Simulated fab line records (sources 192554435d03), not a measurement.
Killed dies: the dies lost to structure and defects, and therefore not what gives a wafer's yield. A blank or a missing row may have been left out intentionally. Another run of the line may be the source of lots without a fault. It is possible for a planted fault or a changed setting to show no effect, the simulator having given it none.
Struck lot and sound lot, side by side | flow n5 finfet | 17 out of 1938 route steps
Sound: the wafers L145.1, L145.4, L145.5. Struck: wafer L150.1 (L150.3, L150.4, from the same lot, were not struck and are left out); the cause is given at the end.
For every step that has rows: the tool of each side, followed by ch and its chambers, followed by its first start. Under that, the readings that differ: sound wafers | struck wafers | difference of the means | sigmas: that difference in standard deviations of wafers without a fault.
alike: same words and numbers on both sides, and readings whose means sit less than 2 such deviations apart. not compared: any withheld reading, any reading some wafer has no value for, any bound like >300 that may hide the same value, and any number with overlapping values for which the record gives no deviation.
A row with sigmas, a row that says differs or no value, or rows on one side alone: a step with any of these is where the two part. When numbers do not overlap yet have no deviation, they are printed without sigmas and do not part them. A reading that every wafer of one side lacks parts them only if that side has two wafers or more.

N5_BEOL_M5_ALD_86: deposits TaN, pulse time 2 s, purge time 3 s, co reactant purge time 2 s.
  sound on ald metal-02 ch 0,1, day 9 10:05; struck on ald metal-03 ch 0, day 11 04:33
  alike: heater power w
N5_BEOL_M5_SURFACE_TREAT_87:
  sound on pvd sputter-01, day 9 10:21; struck on pvd sputter-01, day 11 04:47
  not compared: throttle valve pct
then, 1 step without rows for these wafers: N5_BEOL_M5_CVD_47 (deposits Co from CCTBA/H2, target thk 3 nm, time 216 s).
N5_BEOL_M5_SPUTTER_48: material Cu, target thk 15 nm, time 27.62 s.
  sound on pvd sputter-02, day 9 10:55; struck on pvd sputter-03, day 11 06:32
  alike: throttle valve pct
then, 1 step without rows for these wafers: N5_BEOL_M5_ANNEAL_49 (time 1800 s).
N5_BEOL_M5_SPUTTER_81: material Cu, target thk 15 nm, time 27.62 s.
  sound on pvd sputter-02, day 9 12:01; struck on pvd sputter-03, day 11 07:38
  alike: throttle valve pct
then, 1 step without rows for these wafers: N5_BEOL_M5_ANNEAL_82 (time 1800 s).
N5_BEOL_M5_SPUTTER_83: material Cu, target thk 15 nm, time 27.62 s.
  sound on pvd sputter-02, day 9 13:06; struck on pvd sputter-03, day 11 08:43
  alike: throttle valve pct
then, 4 steps without rows for these wafers: N5_BEOL_M5_ANNEAL_84 (time 1800 s); N5_BEOL_M5_SPUTTER_88 (material Cu, target thk 15 nm, time 27.62 s); N5_BEOL_M5_ANNEAL_89 (time 1800 s); N5_BEOL_M5_SPUTTER_90 (material Cu, target thk 4.5 nm, time 8.29 s).
N5_BEOL_M5_ECD_50: material Cu, target thk 300 nm.
  sound on ecd cu-01 ch 0,1, day 9 15:23; struck on ecd cu-02 ch 0, day 11 11:01
  reading                                | sound             | struck | difference | sigmas
  model.Cu_of_BEOL_M5_ECD_50.thk nm (nm) | 297.8 303.8 299.6 | 202    | -98        |
then, 1 step without rows for these wafers: N5_BEOL_M5_ANNEAL_51 (time 90 s).
N5_BEOL_M5_CMP_52: polishes, stops on SiCOH lowk, t overpolish 6.9 s, target thk 62 nm.
  sound on cmp-01 ch 0,2,3, day 9 16:17; struck on cmp-03 ch 0, day 11 11:26
  reading                | sound          | struck | difference | sigmas
  time to endpoint s (s) | 57.8 58.3 56.7 | 41.3   | -16.3      | -7
  alike: motor current A
N5_BEOL_M5_THK_MEAS_53: measures by xrf.
  sound on film metro-01, day 9 16:35; struck on film metro-02, day 11 11:41
  alike: M5_THK
-- here the record skips 4 days between the struck wafers' starts before and after, leaving off in module BEOL_M5 and picking up in module PASSIVATION (first step shown: number 1936 of the route) --
N5_PASSIVATION_PROBE_49:
  sound on prober-01, day 13 12:28; struck on prober-01, day 15 03:49
  alike: defect limited yield, killed_at_M0_to_M3, killed_at_M4_up, killed at contacts, killed at front end, killed at other, killed dies, killed open, killed short, sort_bin_5_function, sort_bin_6_memory, sort n pass, sort yield pct

== WHERE THEY PART ==
Only at N5_BEOL_M5_CMP_52, as far as this record shows. Later steps at which nothing parts them and some readings are alike: N5_BEOL_M5_THK_MEAS_53, N5_PASSIVATION_PROBE_49.

WHY: what the simulator had put in
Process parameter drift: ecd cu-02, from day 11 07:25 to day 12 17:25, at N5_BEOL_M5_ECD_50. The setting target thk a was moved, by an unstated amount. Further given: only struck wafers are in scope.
